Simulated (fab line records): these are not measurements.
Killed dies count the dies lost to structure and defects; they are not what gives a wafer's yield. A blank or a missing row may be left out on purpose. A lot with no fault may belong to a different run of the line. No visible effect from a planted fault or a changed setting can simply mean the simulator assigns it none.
Lot-split experiment | flow n5 finfet | 7 lots, 21 wafers read, on a route of 1938 steps

== ABOUT THE SPLIT ==
At N5_BEOL_M10_VIA_ETCH_34 (etches SiCOH lowk in C4F6/O2, target depth 184.5 nm, time 69.2 s), the setting time s was moved away from the recipe's 69.2 s on 6 of the 21 wafers read, by -16.4% to +7.2%. The other wafers ran this setting at the recipe's value.

The reading is taken at the split's own step.

== THE READING ==
SOC_of_BEOL_M10_COAT_63.thk nm (the simulator's own value, which no gauge read), in nm, at N5_BEOL_M10_VIA_ETCH_34 (etches SiCOH lowk in C4F6/O2, target depth 184.5 nm, time 69.2 s). The file gives no usual value for it. Here, 15 wafers ran the recipe; their average is 92.1 nm with a standard deviation of 0.32 nm.

wafer  | tool, chamber at the split | time s as run, s | against the recipe | SOC_of_BEOL_M10_COAT_63.thk nm, nm | against lot-mates on the recipe
L075.1 | rie diel-05, 2             | 65.25            | -5.7%              | 92.6                               | +0.2
L075.2 | rie diel-05, 0             | 69.2             | recipe             | 92.4                               | -
L075.6 | rie diel-05, 0             | 65.25            | -5.7%              | 92.4                               | +0.0
L076.2 | rie diel-02, 0             | 69.2             | recipe             | 92.4                               | -
L076.4 | rie diel-02, 1             | 69.2             | recipe             | 92.2                               | -
L076.5 | rie diel-02, 1             | 69.2             | recipe             | 92.4                               | -
L079.1 | rie diel-01, 2             | 69.2             | recipe             | 92                                 | -
L079.3 | rie diel-01, 0             | 69.2             | recipe             | 91.6                               | -
L079.6 | rie diel-01, 1             | 69.2             | recipe             | 91.4                               | -
L081.2 | rie diel-05, 0,2           | 69.2             | recipe             | 92                                 | -
L081.3 | rie diel-05, 0,2           | 69.2             | recipe             | 92                                 | -
L081.5 | rie diel-05, 2             | 69.2             | recipe             | 91.8                               | -
L089.1 | rie diel-05, 2             | 74.17            | +7.2%              | 91.4                               | -0.2
L089.4 | rie diel-05, 0             | 74.17            | +7.2%              | 91.4                               | -0.2
L089.6 | rie diel-05, 1             | 69.2             | recipe             | 91.6                               | -
L088.3 | rie diel-02, 2             | 69.2             | recipe             | 92.4                               | -
L088.5 | rie diel-02, 1             | 69.2             | recipe             | 92.4                               | -
L088.6 | rie diel-02, 2             | 69.2             | recipe             | 92.2                               | -
L093.1 | rie diel-02, 3             | 57.87            | -16.4%             | 93.4                               | +1.4
L093.3 | rie diel-02, 1             | 57.87            | -16.4%             | 93.4                               | +1.4
L093.4 | rie diel-02, 0             | 69.2             | recipe             | 92                                 | -
When a row names more than one chamber, that row covers several wafers, and the file does not tell which wafer ran in which chamber.

FIT RESULTS
A straight line over all 21 wafers: SOC_of_BEOL_M10_COAT_63.thk nm changes by -0.0836 nm for each +1% of time s; r = -0.86; the points scatter about the line by 0.29 nm.
The same after taking each lot's own level away (the mean of its wafers on the recipe; 21 wafers): -0.0697 nm for each +1%; r = -0.90; scatter 0.2 nm.
The reading moves by 1.1 nm for the largest change in time s, on that fit.
Measured against the standard deviation above, the lots' own levels, which go from 91.60 to 92.40 nm, span 2.5 times it.
Thus the slope moves with the lot-to-lot level: the two fits are different.
Check: for one of the wafers moved furthest among these (-16.4%), held out of the fit, the line's prediction against its lot-mates is +1.02 nm. It came out at +1.4 nm against them.

== THE OTHER SPLITS THESE WAFERS WENT THROUGH ==
Other splits were also applied to these wafers ahead of the reading. Each is held against what the fit with the lots' levels taken away leaves over:
other split on the same wafers | wafers away from the commonest value | r with SOC_of_BEOL_M10_COAT_63.thk nm (lot level and that fit taken away)
N5_BEOL_M8_ETCH_62 source w    | 5                                    | +0.13
N5_BEOL_M9_ILD_DEP_00 time s   | 6                                    | +0.12
N5_BEOL_M9_COAT_05 spin rpm    | 4                                    | -0.08
N5_BEOL_M9_ETCH_61 source w    | 3                                    | +0.29
N5_BEOL_M9_ETCH_62 time s      | 7                                    | +0.38
N5_BEOL_M10_PEB_26 peb time s  | 7                                    | -0.28

== THE WHOLE CHAIN: every reading that the file lists as answering this split, in the file's order ==
step                    | what it does                                                     | reading                                                                         | change (the file's fit)                | r (the file's)
N5_BEOL_M10_VIA_ETCH_34 | etches SiCOH lowk in C4F6/O2, target depth 184.5 nm, time 69.2 s | etch.depth nm (the simulator's own value, which no gauge read)                  | +2.06 nm for each +1% of the setting   | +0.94
N5_BEOL_M10_VIA_ETCH_34 | etches SiCOH lowk in C4F6/O2, target depth 184.5 nm, time 69.2 s | SOC_of_BEOL_M10_COAT_63.thk nm (the simulator's own value, which no gauge read) | -0.0708 nm for each +1% of the setting | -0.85

== THE FILE'S OWN FIT ==
SOC_of_BEOL_M10_COAT_63.thk nm changes by -0.0708 nm for each +1% of time s, r = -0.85.
